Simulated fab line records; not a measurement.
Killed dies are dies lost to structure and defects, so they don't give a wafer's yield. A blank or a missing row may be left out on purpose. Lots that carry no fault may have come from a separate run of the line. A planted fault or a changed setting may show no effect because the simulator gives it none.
A lot that was struck, set against a sound lot / flow nand harc / 13 steps out of a route of 1302
Sound: the wafers L123.3, L123.5, L123.6. Wafers L114.1, L114.2, L114.5 were the ones struck. The cause comes at the end.
At each step with rows: each side's tool, then ch and its chambers, then its first start. Under that, the readings that differ: sound wafers / struck wafers / difference of the means / sigmas: that difference in standard deviations of wafers without a fault.
alike: same words and numbers on both sides, and readings whose means sit less than 2 such deviations apart. not compared: any withheld reading, any reading some wafer has no value for, any bound like >300 that may hide the same value, and any number with overlapping values for which the record gives no deviation.
A row with sigmas, a row that says differs or no value, or rows on one side alone: a step with any of these is where the two part. Numbers that have no deviation but don't overlap get no sigmas and don't part them. A reading missing from all wafers of one side parts the sides only when that side holds two or more wafers.

NHARC_A_WL_FILL_RTA_01: time 5 s.
  sound on rtp anneal-01 ch 0, day 27 18:33; struck on rtp anneal-01 ch 0, day 24 10:41
  alike: lamp power pct, lamp_zone_1_pct, lamp_zone_5_pct, wafer_temp_C_max
then, 1 step without rows for these wafers: NHARC_A_WL_FILL_ALD_02 (deposits TiN, target thk 2 nm, pulse time 3 s, ald cycles 100).
NHARC_A_WL_FILL_CVD_03: deposits W, target thk 40 nm, time 279 s.
  sound on cvd w-01 ch 0,1, day 27 19:19; struck on cvd w-02 ch 0,1, day 24 11:20
  alike: heater power w, susceptor temp C, throttle valve pct
NHARC_A_WL_FILL_ETCHBACK_04: etches the open film in NF3, target depth 60 nm, time 120 s.
  sound on rie metal-01 ch 0,1, day 27 19:35; struck on rie metal-01 ch 0,1, day 24 11:43
  alike: drypump motor current A, oes product au
  not compared: rf hours counter h
NHARC_A_WL_FILL_ETCHBACK_05: etches the open film in Cl2/BCl3, target depth 22 nm, time 60 s.
  sound on rie metal-01 ch 0,1, day 27 19:47; struck on rie metal-01 ch 0,1, day 24 11:57
  alike: drypump motor current A, oes product au
  not compared: rf hours counter h
NHARC_A_WL_FILL_STRIP_27: strips in N2/H2, time 20 s.
  sound on plasma asher-01 ch 0,1, day 27 19:57; struck on plasma asher-02 ch 0,1, day 24 12:05
  alike: drypump motor current A, heater power w, rf refl power W
  not compared: rf hours counter h
then, 4 steps without rows for these wafers: NHARC_A_WL_FILL_STRIP_28 (strips in post etch residue remover, time 1200 s); NHARC_A_WL_FILL_PRECLEAN_06 (cleans in DIW, time 300 s); NHARC_A_WL_FILL_SRD_07; NHARC_A_WL_FILL_ANNEAL_08 (time 1800 s).
NHARC_A_WL_FILL_ALD_10: deposits SiO2, target thk 50 nm, pulse time 10 s, ald cycles 500.
  sound on ald hk-01 ch 0,3, day 28 04:32; struck on ald hk-04 ch 1,3, day 24 17:30
  no value came back on the struck wafers for any of 5 readings (ald cycles, heater power outer w (W) and others); on the sound wafers ald cycles reads 500 500 500
then, 1 step without rows for these wafers: NHARC_A_WL_FILL_ETCHBACK_16 (etches the open film in C4F8/O2/Ar, target depth 120 nm, time 24 s).
-- jump in the record: it breaks off in module A_WL_FILL and resumes in module END (first step shown: number 1302 of the route), and 4 days separate the struck wafers' starts before and after --
NHARC_END_SORT_01:
  sound on prober-02 ch 0, day 31 20:21; struck on prober-01 ch 0, day 28 12:26
reading=hold; sound=- - -; struck=await dispo/2.2h/scrap await dispo/2.2h/scrap await dispo/2.2h/scrap; difference=no value on the sound wafers; sigmas=
reading=killed at array; sound=49 50 42; struck=670 670 671; difference=+623; sigmas=+30
reading=killed dies; sound=56 51 47; struck=677 677 677; difference=+626; sigmas=+30
  alike: killed at other, killed at periphery, killed open, killed short

== WHERE THEY PART ==
At NHARC_A_WL_FILL_ALD_10 first; at NHARC_END_SORT_01 last (within this record only).

WHY: the cause the simulator had injected
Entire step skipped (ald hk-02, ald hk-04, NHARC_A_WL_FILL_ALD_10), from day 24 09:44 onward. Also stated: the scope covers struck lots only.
